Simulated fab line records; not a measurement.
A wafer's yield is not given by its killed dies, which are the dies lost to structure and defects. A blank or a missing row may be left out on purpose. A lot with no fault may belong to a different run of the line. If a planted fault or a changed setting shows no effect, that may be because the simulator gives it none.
2 desks, one fault :: flow nand harc :: each desk has only its own numbers; what lay behind them comes last

## THE DEFECT DESK
For each lot, the counts of the inspections along the route, averaged over the sampled wafers that have a number. If a lot's mean is further than 4 standard deviations from the usual mean, the lot is out of limits and carries the mark OUT (the distance appears in the brackets).
Columns: A = raw defect count at NHARC_A_STAIRCASE_INSPECT_155, usual 418
lot: L947
first seen here: day 18 17:18
A: 439

lot: L948
first seen here: day 19 22:16
A: 379

lot: L949
first seen here: day 19 22:29
A: 355

lot: L950
first seen here: day 20 13:11
A: 461

lot: L952
first seen here: day 20 21:05
A: 429

lot: L951
first seen here: day 21 23:35
A: 650

lot: L954
first seen here: day 22 18:20
A: 461

lot: L962
first seen here: day 25 22:13
A: 492

lot: L967
first seen here: day 27 13:43
A: 361

lot: L969
first seen here: day 27 23:16
A: 363

lot: L968
first seen here: day 28 05:46
A: 608
Result from this desk: across the 11 lots, nothing is out of limits.

## DESK OF THE TOOL OWNER: rie diel-12
The tool's own readings at NHARC_A_SGD_CUT_ETCH_16 (etches the open film in C4F8/O2/Ar, target depth 310.5 nm, time 155.2 s): means of the sampled wafers that have a number, for each lot that ran on this tool. If a lot's mean is further than 4 standard deviations from the usual mean, the lot is out of limits and carries the mark OUT (the distance appears in the brackets).
Columns: A = chamber pressure mTorr at NHARC_A_SGD_CUT_ETCH_16, usual 24.998 mTorr; B = oes product au at NHARC_A_SGD_CUT_ETCH_16, usual 0.975 a.u.; C = rf vpp V at NHARC_A_SGD_CUT_ETCH_16, usual 723 V; D = run length s at NHARC_A_SGD_CUT_ETCH_16, usual 176.7 s
lot: L947
first seen here: day 18 18:52
A: 24.989
B: 0.962
C: 720
D: 176.6

lot: L948
first seen here: day 19 23:48
A: 25.012
B: 0.987
C: 718
D: 177.0

lot: L954
first seen here: day 22 19:53
A: 25.001
B: 0.988
C: 721
D: 176.7

lot: L962
first seen here: day 25 23:51
A: 25.020
B: 0.978
C: 718
D: 140.2 (-70) OUT
Finding of this desk: L962 out of limits; the first was L962 at day 25 23:51, on run length s at NHARC_A_SGD_CUT_ETCH_16. L947, L948, L954: within limits.

## BROUGHT TOGETHER
The tool owner's desk had the chance to raise an alarm at day 25 23:51 on L962.
Nothing the defect desk looked at was out of limits.
The defect desk has L962 on record, within its limits.
Of the lots named, all ran NHARC_A_SGD_CUT_ETCH_16 on rie diel-12.

## WHAT HAD BEEN PUT IN BY THE SIMULATOR
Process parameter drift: rie diel-12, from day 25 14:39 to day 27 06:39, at NHARC_A_SGD_CUT_ETCH_16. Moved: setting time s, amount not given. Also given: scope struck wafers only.
Struck lots among those shown: L962.
Each desk's first reading out of limits, in hours after the fault started: the tool owner's desk, 9.
